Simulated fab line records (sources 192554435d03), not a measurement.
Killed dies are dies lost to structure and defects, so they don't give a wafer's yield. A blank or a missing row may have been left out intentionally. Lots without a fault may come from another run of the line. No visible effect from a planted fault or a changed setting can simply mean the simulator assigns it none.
8D (eight disciplines) problem report, filled in by code -- flow n5 finfet -- the parts of the form that need people (team, actions taken, sign-off) are left out

## 1. THE ISSUE
Mean of run length s at N5_MOL_CONTACT_COAG_ALD_27: 4289.9 s across 2 wafers in 2 lots; on wafers with no fault it is 2769.6 s (standard deviation 0.48). That is +99 or more standard deviations from the usual mean.
The step: deposits SiOC, target thk 17 nm, pulse time 1.5 s, time 2720 s.
Seen first at day 6 13:06 on ald sin-03, wafer L207.3. The record has a number at this step for 33 wafers belonging to 11 lots. By rule, "out" or "out of limits" means more than 4 standard deviations away from the usual mean. Any other wafer with a number is counted as sound.

## 2. WHAT THIS IS AND IS NOT
question,is,is not
which readings at this step,run length s,"heater power w, precursor pulse height rel"
which lots,"L207, L210","L204, L205, L206, L217, L218, L219, L221, L222, L224"
which wafers of those lots,"L207.3, L210.1","L207.4, L207.5, L210.4, L210.5"
read on which tools,ald sin-03,"ald sin-01, ald sin-04"
when,from day 6 13:06,"up to then (11 sound wafers); but 20 sound wafers of L210, L217, L218, L219, L221, L222, L224 came after"

## 3. SUSPECTS, AND WHAT RULES EACH OUT
Counting: a tool at a process step up to the reading stays a suspect if it ran every lot that is out. Sound lots after the first of them don't rule it out here, since some wafers of a struck lot are sound.
- rie diel-03 at N5_MOL_CONTACT_COAG_ETCH_15 (etches SiNx in CH3F/O2, stops on Si:P, target depth 7 nm): kept. Ran every lot that is out, first one L207 (day 6 04:35); last sound lot up to then L206 (day 5 21:25).
- ald sin-03 at N5_MOL_CONTACT_COAG_ALD_27 (deposits SiOC, target thk 17 nm, pulse time 1.5 s, time 2720 s): kept. Ran every lot that is out, first one L207 (day 6 13:06); last sound lot up to then L206 (day 6 09:22). On those wafers its own readings are out: run length s.
After counting, rie diel-03 at N5_MOL_CONTACT_COAG_ETCH_15 and ald sin-03 at N5_MOL_CONTACT_COAG_ALD_27 remain.

## 4. THE CAUSE (what the simulator had put in)
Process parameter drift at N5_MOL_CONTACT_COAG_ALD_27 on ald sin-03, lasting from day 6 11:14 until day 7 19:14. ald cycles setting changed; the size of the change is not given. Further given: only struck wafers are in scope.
2 suspects survive the count, and this tool is in that group.

## 5. SEQUENCE OF EFFECTS, ordered by route
Each row: a reading where the mean over the struck wafers with a number is more than 3 standard deviations away from the usual. Readings are gone through only where the record gives a usual standard deviation; hours: the median, over the lots, of the time from a lot's start at the first step in this table giving one to that lot's start at this step; sigmas: the change measured in usual standard deviations.
hours,step,reading,usual,on struck wafers,change,sigmas
0,N5_MOL_CONTACT_COAG_ALD_27,run length s,2769.6 s,4289.9,+1520.3,+99 or more
It contains these process steps:
- N5_MOL_CONTACT_COAG_ALD_27: deposits SiOC, target thk 17 nm, pulse time 1.5 s, time 2720 s.

## 6. HOW IT WOULD HAVE BEEN CAUGHT EARLIER
In this record no reading fell out of limits until day 6 13:06, 2 hours after the fault had begun at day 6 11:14.
